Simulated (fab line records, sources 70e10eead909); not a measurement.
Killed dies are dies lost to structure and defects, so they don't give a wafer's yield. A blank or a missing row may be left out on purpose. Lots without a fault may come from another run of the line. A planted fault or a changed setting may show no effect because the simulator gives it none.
A struck lot beside a sound one | flow nand_harc | 15 steps out of a route of 1302
Sound: wafers L758.1, L758.2, L758.4. Struck: wafer L776.5. (L776.3, L776.6 of the same lot were not struck and are left out.) The cause comes at the end.
At each step with rows: each side's tool, then ch and its chambers, then its first start. Under that, the readings that differ: sound wafers | struck wafers | difference of the means | sigmas: that difference in standard deviations of wafers without a fault.
alike: readings whose means differ by less than 2 such deviations, and words and numbers that are the same on both sides. not compared: withheld readings, readings that some wafer has no value for, bounds like >300 that may hide the same value, and numbers for which the record gives no deviation and whose values overlap.
The two part at a step that has a row with sigmas, a row that says differs or no value, or rows on one side only. Numbers that don't overlap but have no deviation are shown without sigmas and don't part them. A reading that every wafer of one side lacks parts them only if that side has two wafers or more.

NHARC_A_CONTACT_INSPECT_10:
  sound on defect_inspect-01, day 22 20:17; struck on defect_inspect-02, day 29 20:49
  alike: raw_defect_count
NHARC_A_CONTACT_DESCUM_13: chemistry O2, time 3 s.
  sound on rie_diel-03 ch 0,2,3, day 22 20:23; struck on rie_diel-05 ch 0, day 29 20:53
  alike: drypump_motor_current_A, oes_product_au, rf_vpp_V, showerhead_plenum_p_Torr, throttle_valve_pct
  not compared: rf_hours_counter_h
then, 2 steps without rows for these wafers: NHARC_A_CONTACT_ETCH_88 (etches the open film in CF4, target depth 39 nm, time 65 s); NHARC_A_CONTACT_ETCH_89 (etches the open film in N2/H2, target depth 260 nm, time 475.3 s).
NHARC_A_CONTACT_ETCH_30: etches the open film in CF4/CHF3, target depth 72.6 nm, time 36.3 s.
  sound on rie_diel-03 ch 1,2,3; struck on rie_diel-05 ch 0
  reading    | sound             | struck | difference | sigmas
  bias_w (W) | 200.0 199.6 200.2 | 201.2  | +1.3       | +2
  alike: chf3_flow_sccm, drypump_motor_current_A, oes_product_au, rf_vpp_V, showerhead_plenum_p_Torr, throttle_valve_pct
  not compared: rf_hours_counter_h
then, 5 steps without rows for these wafers: NHARC_A_CONTACT_ETCH_31 (etches the open film in O2/COS, target depth 2800 nm, time 728 s); NHARC_A_CONTACT_ETCH_134 (etches the open film in C4F8/O2/Ar, time 140 s, target depth 700 nm); NHARC_A_CONTACT_ETCH_135 (etches the open film in C4F8/O2/Ar, time 311 s, target depth 1912 nm); NHARC_A_CONTACT_ETCH_136 (etches the open film in C4F8/O2/Ar, time 311 s, target depth 1912 nm); NHARC_A_CONTACT_ETCH_137 (etches the open film in C4F8/O2/Ar, time 311 s, target depth 1912 nm).
NHARC_A_CONTACT_ETCH_138: etches the open film in C4F8/O2/Ar, time 311 s, target depth 1914 nm.
  sound on har_cap_etch-01 ch 0,1, day 22 22:35; struck on har_cap_etch-02 ch 1, day 29 23:07
  not compared: rf_hours_counter_h
NHARC_A_CONTACT_ETCH_139: etches the open film in C4F8/O2/Ar, time 195 s, target depth 840 nm.
  sound on har_cap_etch-01 ch 0,1, day 22 22:51; struck on har_cap_etch-02 ch 1, day 29 23:23
  not compared: rf_hours_counter_h
NHARC_A_CONTACT_ETCH_92: etches the open film in CH3F/O2, target depth 40 nm, time 85.7 s.
  sound on rie_diel-03 ch 0,2,3, day 22 23:25; struck on rie_diel-03 ch 3, day 29 23:52
  reading               | sound             | struck | difference | sigmas
  oes_product_au (a.u.) | 0.925 0.921 0.921 | 0.721  | -0.201     | -9
  alike: bias_w, drypump_motor_current_A, rf_vpp_V, showerhead_plenum_p_Torr, throttle_valve_pct
  not compared: rf_hours_counter_h
NHARC_A_CONTACT_ETCH_98: etches the open film in C4F6/O2, target depth 20 nm, time 10 s.
  sound on rie_diel-03 ch 1,2,3; struck on rie_diel-03 ch 3
  alike: bias_w, drypump_motor_current_A, oes_product_au, rf_vpp_V, showerhead_plenum_p_Torr, throttle_valve_pct
  not compared: rf_hours_counter_h
NHARC_END_SORT_01:
  the record has rows for the sound wafers here (prober-01 ch 0, day 24 18:22) and none for the struck ones

WHERE THEY PART
First at NHARC_A_CONTACT_ETCH_30; last, within this record, at NHARC_END_SORT_01.

WHY: what the simulator had put in
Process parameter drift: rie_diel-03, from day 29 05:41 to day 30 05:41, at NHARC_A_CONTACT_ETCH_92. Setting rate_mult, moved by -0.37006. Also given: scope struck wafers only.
